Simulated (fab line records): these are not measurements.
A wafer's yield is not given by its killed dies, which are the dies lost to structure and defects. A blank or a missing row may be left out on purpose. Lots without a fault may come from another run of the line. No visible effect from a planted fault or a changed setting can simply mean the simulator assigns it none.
A struck lot beside a sound one || flow n5 finfet || 40 out of 1938 route steps
Sound: wafers L356.2, L356.4, L356.6. The struck wafers were L363.1, L363.3, L363.5. The cause comes at the end.
At each step with rows: each side's tool, then ch and its chambers, then its first start. Under that, the readings that differ: sound wafers || struck wafers || difference of the means || sigmas: that difference in standard deviations of wafers without a fault.
alike: same words and numbers on both sides, and readings whose means sit less than 2 such deviations apart. not compared: any withheld reading, any reading some wafer has no value for, any bound like >300 that may hide the same value, and any number with overlapping values for which the record gives no deviation.
The two part at a step that has a row with sigmas, a row that says differs or no value, or rows on one side only. Non-overlapping numbers with no deviation appear without sigmas and do not part them. Lack of a reading on every wafer of one side parts them only where that side has two or more wafers.

first, 10 steps without rows for these wafers: N5_SD_EPI_N_DESCUM_14 (chemistry O2, time 7.9 s); N5_SD_EPI_N_ETCH_34 (etches SiARC in CF4, target depth 45.5 nm, time 75.8 s); N5_SD_EPI_N_ETCH_35 (etches SOC in N2/H2, overetch 108 nm, time 486 s); N5_SD_EPI_N_STRIP_36 (strips in N2/H2); N5_SD_EPI_N_ETCHBACK_44 (etches SiNx in CH3F/O2, stops on SiO2, target depth 14.5 nm); N5_SD_EPI_N_ETCH_45 (etches SiOCN in CH3F/O2, target depth 6 nm); N5_SD_EPI_N_ETCH_16 (etches SiO2 in CHF3/O2, target depth 5 nm); N5_SD_EPI_N_STRIP_47 (strips in CHF3/O2); N5_SD_EPI_N_SD_RECESS_17 (chemistry HBr/Cl2/O2, target depth 41 nm, time 23.7 s, bt time 3 s); N5_SD_EPI_N_STRIP_38 (strips in N2/H2).
N5_SD_EPI_N_WET_ETCH_43: etches SiO2 in dHF, time 14 s, target depth 1.5 nm.
  sound on wet bench-03 ch 0,3,4, day 4 04:34; struck on wet bench-03 ch 1,5,7, day 5 14:47
then, 9 steps without rows for these wafers: N5_SD_EPI_N_STRIP_18 (strips in SPM, time 750 s); N5_SD_EPI_N_SRD_20 (time 30 s); N5_SD_EPI_N_PRECLEAN_48 (cleans in NF3:NH3, afs cycles 2, time 20 s, sublimation time 60 s); N5_SD_EPI_N_VAPOR_ETCH_50 (etches Si in HCl, time 54 s); N5_SD_EPI_N_EPI_21 (deposits Si:P, time 690 s); N5_SD_EPI_N_PRECLEAN_24 (cleans in O3/DIW, time 60 s); N5_SD_EPI_N_SRD_25 (time 30 s); N5_SD_EPI_N_PRECLEAN_49 (cleans in NF3:NH3, afs cycles 1, time 20 s, sublimation time 60 s); N5_SD_EPI_N_LINER_46 (material SiNx, target thk 3 nm).
N5_SD_EPI_N_INSPECT_26: inspects for defects (darkfield).
  sound: defect inspect-02 at day 4 08:22; struck: defect inspect-01 at day 5 18:50
{"reading": "raw defect count", "sound": "295 258 244", "struck": "1559 1571 1513", "difference": "+1282", "sigmas": "+29"}
then, 8 steps without rows for these wafers: N5_SD_EPI_P_COAT_34 (time 60 s, resist thk 350 nm); N5_SD_EPI_P_COAT_35 (time 60 s, resist thk 35 nm); N5_SD_EPI_P_COAT_03 (resist thk 150 nm); N5_SD_EPI_P_EBR_05; N5_SD_EPI_P_SOFTBAKE_04 (time 60 s); N5_SD_EPI_P_EXPOSE_06 (exposes mask SD P BLK, target cd 240 nm); N5_SD_EPI_P_PEB_07 (peb time 60 s); N5_SD_EPI_P_DEVELOP_08 (develop time 30 s).
N5_SD_EPI_P_INSPECT_11: inspects for defects (macro).
  sound: defect inspect-02 at day 4 08:49; struck: defect inspect-01 at day 5 19:10
{"reading": "raw defect count", "sound": "3 2 3", "struck": ">300 >300 >300", "difference": "differs", "sigmas": ""}
then, 7 steps without rows for these wafers: N5_SD_EPI_P_DESCUM_14 (chemistry O2, time 7.9 s); N5_SD_EPI_P_ETCH_36 (etches SiARC in CF4, target depth 45.5 nm, time 75.8 s); N5_SD_EPI_P_ETCH_37 (etches SOC in N2/H2, overetch 108 nm, time 486 s); N5_SD_EPI_P_STRIP_38 (strips in N2/H2); N5_SD_EPI_P_ETCHBACK_46 (etches SiNx in CH3F/O2, stops on SiO2, target depth 17.5 nm); N5_SD_EPI_P_ETCH_47 (etches SiOCN in CH3F/O2, target depth 25 nm); N5_SD_EPI_P_ETCH_16 (etches SiO2 in CHF3/O2, target depth 5 nm).
N5_SD_EPI_P_INSPECT_26: inspects for defects (darkfield).
  sound: defect inspect-01 at day 4 13:31; struck: defect inspect-02 at day 5 23:45
{"reading": "raw defect count", "sound": "229 228 193", "struck": "1521 1567 1481", "difference": "+1306", "sigmas": "+33"}
-- here the record skips 6 days between the struck wafers' starts before and after, leaving off in module SD_EPI_P and picking up in module BEOL_M4 (first step shown: number 1111 of the route) --
N5_BEOL_M4_RC_MEAS_101:
  sound on prober-02 ch 0, day 10 12:17; struck on prober-02 ch 0, day 12 07:59
  alike: DIBL_N, DIBL_P, IOFF_N, IOFF_P, ION_N, ION_P, SS_N, SS_P, VT_N, VT_P
-- here the record skips 4 days between the struck wafers' starts before and after, leaving off in module BEOL_M4 and picking up in module PASSIVATION (first step shown: number 1936 of the route) --
N5_PASSIVATION_PROBE_49:
  sound: prober-01 at day 14 23:59; struck: prober-01 at day 16 16:14
{"reading": "defect limited yield (%)", "sound": "88.3 89.3 91.3", "struck": "78.0 78.2 81.9", "difference": -10.3, "sigmas": -7}
{"reading": "killed at front end", "sound": "36 40 41", "struck": "174 186 167", "difference": "+137", "sigmas": "+14"}
{"reading": "killed dies", "sound": "138 126 103", "struck": "260 257 213", "difference": "+121", "sigmas": "+7"}
{"reading": "sort_bin_5_function (%)", "sound": "7.3 6.7 5.1", "struck": "13.1 12.2 10.6", "difference": "+5.6", "sigmas": "+6"}
{"reading": "sort n pass", "sound": "1042 1054 1077", "struck": "920 923 967", "difference": -121, "sigmas": -2}
{"reading": "sort yield pct (%)", "sound": "88 89 91", "struck": "78 78 82", "difference": -10, "sigmas": -2}
  alike: killed_at_M0_to_M3, killed_at_M4_up, killed at contacts, killed at other, killed open, killed short, sort_bin_6_memory

## WHERE THEY PART
At N5_SD_EPI_N_INSPECT_26 first; at N5_PASSIVATION_PROBE_49 last (within this record only).

WHY: the cause the simulator had injected
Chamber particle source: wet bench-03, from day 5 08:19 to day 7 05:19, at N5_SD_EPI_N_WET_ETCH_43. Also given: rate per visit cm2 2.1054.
